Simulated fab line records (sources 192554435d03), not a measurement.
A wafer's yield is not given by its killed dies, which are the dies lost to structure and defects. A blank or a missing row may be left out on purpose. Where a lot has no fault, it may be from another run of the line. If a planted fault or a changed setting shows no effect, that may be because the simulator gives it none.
Matching of chambers | flow n5Finfet | 4 sister chambers for N5_BEOL_M2_DESCUM_16 on rieDiel-04
The step chemistry O2, time 7 s. 20 wafers are shown with their chamber, then 10 later ones without.

## WAFERS WITH THEIR CHAMBER
wafer  | chamber | throttleValvePct (%) | showerheadPlenumPTorr (Torr) | rfFwdPowerW (W)
L074.2 | 0       | 20.31                | 2.14                         | 49.35
L074.3 | 2       | 20.58                | 2.12                         | 49.63
L074.4 | 3       | 20.40                | 2.14                         | 49.11
L075.1 | 0       | 20.33                | 2.14                         | 49.32
L075.4 | 2       | 20.59                | 2.12                         | 49.23
L075.5 | 0       | 20.30                | 2.14                         | 49.50
L079.1 | 2       | 20.61                | 2.12                         | 49.55
L079.4 | 3       | 20.01                | 2.14                         | 49.12
L079.6 | 3       | 20.02                | 2.14                         | 49.25
L080.3 | 0       | 20.34                | 2.13                         | 49.40
L080.4 | 2       | 20.62                | 2.12                         | 49.66
L080.5 | 1       | 19.96                | 2.13                         | 49.61
L082.1 | 1       | 19.98                | 2.12                         | 49.45
L082.4 | 3       | 20.01                | 2.14                         | 49.55
L082.6 | 1       | 19.97                | 2.12                         | 49.61
L090.2 | 0       | 20.35                | 2.13                         | 49.32
L090.3 | 3       | 20.06                | 2.13                         | 49.29
L090.6 | 1       | 19.98                | 2.12                         | 49.76
L092.2 | 1       | 20.01                | 2.12                         | 50.00
L092.4 | 3       | 20.07                | 2.13                         | 49.19

SIGNATURES (means of the wafers above)
reading               | chamber 0 | chamber 1 | chamber 2 | chamber 3 | scatter within a chamber
throttleValvePct      | 20.3260   | 19.9800   | 20.6000   | 20.0950   | 0.0863
showerheadPlenumPTorr | 2.1360    | 2.1220    | 2.1200    | 2.1367    | 0.00456
rfFwdPowerW           | 49.3780   | 49.6860   | 49.5175   | 49.2517   | 0.166
Rule: a wafer lies at a distance from a chamber equal to the root of the sum of squares, over the readings, of (its reading less the chamber's mean, divided by the reading's scatter). If the next closest chamber is less than 2 further off than the closest, the wafer can't be placed; otherwise it belongs to the closest. The scatter is the square root of a quotient: the sum, over the shown wafers, of each reading's squared deviation from its chamber's mean, divided by wafers minus chambers.

## WAFERS WITH NO CHAMBER GIVEN
wafer  | throttleValvePct (%) | showerheadPlenumPTorr (Torr) | rfFwdPowerW (W)
L092.5 | 20.07                | 2.13                         | 49.22
L093.1 | 20.06                | 2.13                         | 49.50
L093.5 | 20.07                | 2.13                         | 49.39
L093.6 | 20.66                | 2.11                         | 49.61
L096.1 | 20.02                | 2.11                         | 49.60
L096.3 | 20.37                | 2.12                         | 49.33
L096.6 | 20.66                | 2.10                         | 49.41
L097.3 | 20.08                | 2.13                         | 49.11
L097.4 | 20.39                | 2.12                         | 49.39
L097.6 | 20.41                | 2.12                         | 49.20

## WHICH CHAMBER EACH ONE RAN IN
wafer  | from the rows above          | in truth
L092.5 | can't be placed: 3 or 0 or 1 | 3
L093.1 | can't be placed: 3 or 1 or 0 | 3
L093.5 | can't be placed: 3 or 1 or 0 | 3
L093.6 | 2                            | 2
L096.1 | 1                            | 1
L096.3 | can't be placed: 2 or 0 or 3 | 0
L096.6 | 2                            | 2
L097.3 | can't be placed: 3 or 0      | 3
L097.4 | can't be placed: 2 or 0      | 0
L097.6 | can't be placed: 2 or 0      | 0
3 of 10 placed correctly. Cannot be placed on the basis of these rows: 7; the candidates contain the true chamber in 7. Placed wrongly: 0.
